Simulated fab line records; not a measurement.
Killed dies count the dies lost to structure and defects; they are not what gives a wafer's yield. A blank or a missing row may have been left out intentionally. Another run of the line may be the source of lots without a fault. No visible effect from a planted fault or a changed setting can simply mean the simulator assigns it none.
A struck lot beside a sound one | flow nandHarc | 15 out of 1159 route steps
Sound: these wafers, L728.2, L728.3, L728.5. Struck: wafer L741.4 (L741.2, L741.6, from the same lot, were not struck and are left out); the cause is given at the end.
Each step with rows lists, per side, the tool, then ch with its chambers, then its first start. Under that, the readings that differ: sound wafers | struck wafers | difference of the means | sigmas: that difference in standard deviations of wafers without a fault.
alike: a reading whose means differ by less than 2 such deviations, as well as words and numbers matching on both sides. not compared: withheld readings; readings where some wafer has no value; bounds like >300 that might hide an equal value; numbers whose values overlap and for which the record gives no deviation.
The two part at a step that has a row with sigmas, a row that says differs or no value, or rows on one side only. Numbers that don't overlap but have no deviation are shown without sigmas and don't part them. A reading that every wafer of one side lacks parts them only if that side has two wafers or more.

first, 7 steps without rows for these wafers: NHARC_A_BONDPAD_COAT_33 (time 65 s); NHARC_A_BONDPAD_COAT_03 (resist thk 600 nm); NHARC_A_BONDPAD_SOFTBAKE_04 (time 70 s); NHARC_A_BONDPAD_EBR_05; NHARC_A_BONDPAD_EXPOSE_06 (exposes mask A BPAD); NHARC_A_BONDPAD_PEB_07 (peb time 80 s); NHARC_A_BONDPAD_DEVELOP_08 (time 50 s).
NHARC_A_BONDPAD_CD_MEAS_09: target cd 500 nm.
  sound on cdSem-01 ch 0, day 18 07:20; struck on cdSem-01 ch 0, day 20 20:33
reading   | sound             | struck | difference | sigmas
cdNm (nm) | 499.7 501.6 501.9 | 495.7  | -5.4       | -2
NHARC_A_BONDPAD_OVL_MEAS_35:
  struck on overlay-02, day 20 20:38; sound on overlay-01, day 18 07:26
reading         | sound       | struck | difference | sigmas
overlayXNm (nm) | -10 -10 -10 | 6      | +16        | +2
  alike: overlayYNm
then, 1 step without rows for these wafers: NHARC_A_BONDPAD_HARDBAKE_10 (time 65 s).
NHARC_A_BONDPAD_DESCUM_11: chemistry O2, time 3 s.
  sound on rieDiel-06 ch 0,3, day 18 07:34; struck on rieDiel-06 ch 3, day 20 20:46
reading              | sound                | struck | difference | sigmas
throttleValvePct (%) | 11.317 11.309 11.304 | 11.330 | +0.020     | +2
  alike: chamberPressureMTorr, drypumpMotorCurrentA, oesProductAu, rfVppV, showerheadPlenumPTorr
  not compared: rfHoursCounterH
NHARC_A_BONDPAD_ETCH_34: etches the open film in N2/H2, target depth 60 nm, overetch 18 nm, time 65.91 s.
  sound on rieDiel-06 ch 0,2, day 18 07:39; struck on rieDiel-06 ch 3, day 20 20:53
reading        | sound             | struck | difference | sigmas
rfVppV (V)     | 429.1 432.1 431.6 | 426.5  | -4.4       | -2
runLengthS (s) | 86.4 86.6 86.6    | 87.5   | +1.0       | +2
  alike: biasW, chamberPressureMTorr, drypumpMotorCurrentA, oesProductAu, showerheadPlenumPTorr, throttleValvePct
  not compared: rfHoursCounterH
NHARC_A_BONDPAD_ETCH_12: etches the open film in CHF3/O2, target depth 220 nm, time 110 s.
  sound on rieDiel-06 ch 0,3, day 18 07:46; struck on rieDiel-06 ch 2, day 20 20:59
reading        | sound             | struck | difference | sigmas
runLengthS (s) | 131.4 131.1 130.5 | 59.7   | -71.3      | -99 or more
  alike: chamberPressureMTorr, drypumpMotorCurrentA, oesProductAu, rfVppV, showerheadPlenumPTorr, throttleValvePct
  not compared: biasW, rfHoursCounterH
NHARC_A_BONDPAD_CD_MEAS_13:
  struck on cdSem-01, day 20 21:08; sound on cdSem-02, day 18 07:55
reading   | sound             | struck | difference | sigmas
cdNm (nm) | 498.0 502.8 502.3 | 493.7  | -7.3       | -3
NHARC_END_SORT_01:
  sound on prober-01 ch 0, day 19 17:28; struck on prober-02 ch 0, day 22 04:26
reading                | sound          | struck                  | difference                   | sigmas
hold                   | - - -          | awaitDispo/3.3h/release | no value on the sound wafers | 
defectLimitedYield (%) | 96.9 94.8 95.7 | 0                       | -96                          | -56
killedAtArray          | 16 30 24       | 670                     | +647                         | +59
killedDies             | 21 35 29       | 677                     | +649                         | +59
sort_bin_2_pct (%)     | 0.3 1.8 1.2    | 95.9                    | +94.8                        | +99 or more
sortNPass              | 656 642 648    | 0                       | -649                         | -59
sortRimYieldPct (%)    | 92.5 90.6 91.5 | 0                       | -92                          | -37
sortYieldPct (%)       | 96.9 94.8 95.7 | 0                       | -96                          | -56
  alike: killedAtOther, killedAtPeriphery, killedOpen, killedShort, sort_bin_3_pct, sort_bin_4_pct

WHERE THEY PART
First at NHARC_A_BONDPAD_CD_MEAS_09; last, within this record, at NHARC_END_SORT_01.

WHY: the cause the simulator had injected
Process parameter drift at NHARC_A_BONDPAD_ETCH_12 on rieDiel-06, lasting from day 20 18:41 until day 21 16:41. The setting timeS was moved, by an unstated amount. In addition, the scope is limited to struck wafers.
